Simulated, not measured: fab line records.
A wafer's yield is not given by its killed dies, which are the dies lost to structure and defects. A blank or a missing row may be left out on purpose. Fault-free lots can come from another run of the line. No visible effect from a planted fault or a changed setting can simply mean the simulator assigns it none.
Which tool was responsible? | flow nandHarc | 20 wafers from 7 lots sampled at 3 of the route's 1302 steps

WHAT THE GAUGES SHOWED, per wafer
NHARC_A_START_INSPECT_01.
lot  | measured     | on               | rawDefectCount
L716 | day 7 04:55  | defectInspect-01 | 2 1 8
L718 | day 8 04:02  | defectInspect-01 | 4 4 5
L720 | day 9 00:29  | defectInspect-01 | 3 1 3
L722 | day 9 11:13  | defectInspect-01 | 3 1 0
L728 | day 12 16:02 | defectInspect-02 | 3 6 3
L732 | day 13 22:24 | defectInspect-02 | 6 5
L735 | day 15 06:49 | defectInspect-01 | 3 2 1

WHICH TOOL RAN EACH LOT (tool, then ch and the chambers of the sampled wafers, then the start)
lot  | NHARC_P_BONDPAD_STRIP_15          | NHARC_P_BONDPAD_ANNEAL_28
L716 | rieDiel-13 ch 0,2, day 7 02:11    | rtpAnneal-01 ch 0, day 7 03:32
L718 | rieDiel-06 ch 1,2,3, day 8 01:27  | rtpAnneal-02 ch 0, day 8 02:42
L720 | rieDiel-06 ch 1,2,3, day 8 21:50  | rtpAnneal-01 ch 0, day 8 23:09
L722 | rieDiel-13 ch 2,3, day 9 08:37    | rtpAnneal-02 ch 0, day 9 09:53
L728 | rieDiel-06 ch 0,2,3, day 12 13:24 | rtpAnneal-02 ch 0, day 12 14:38
L732 | rieDiel-13 ch 0,2, day 13 19:48   | rtpAnneal-01 ch 0, day 13 21:02
L735 | rieDiel-13 ch 1,3, day 15 03:37   | rtpAnneal-02 ch 0, day 15 05:25
- NHARC_P_BONDPAD_STRIP_15: strips in O2.
- NHARC_P_BONDPAD_ANNEAL_28: time 90 s.

THE ANSWER, worked out from the rows above alone
Rule: the lots themselves supply what counts as usual. The widest of any qualifying gaps counts: lots, ordered by their means at a reading, are off when they make up no more than a third of the lots, leave a main group of 4 or more, and stand apart from it by 3 or more times the standard deviation of that group's means. Not used: any main group whose means are identical at the precision the tables above print for the reading. Also off: a lot with no number at a reading for which 4 or more lots have one. All remaining lots with rows at the step are treated as sound.
Nothing can be told from this: no lot is off at any reading shown.

WHAT THE SIMULATOR HAD PUT IN
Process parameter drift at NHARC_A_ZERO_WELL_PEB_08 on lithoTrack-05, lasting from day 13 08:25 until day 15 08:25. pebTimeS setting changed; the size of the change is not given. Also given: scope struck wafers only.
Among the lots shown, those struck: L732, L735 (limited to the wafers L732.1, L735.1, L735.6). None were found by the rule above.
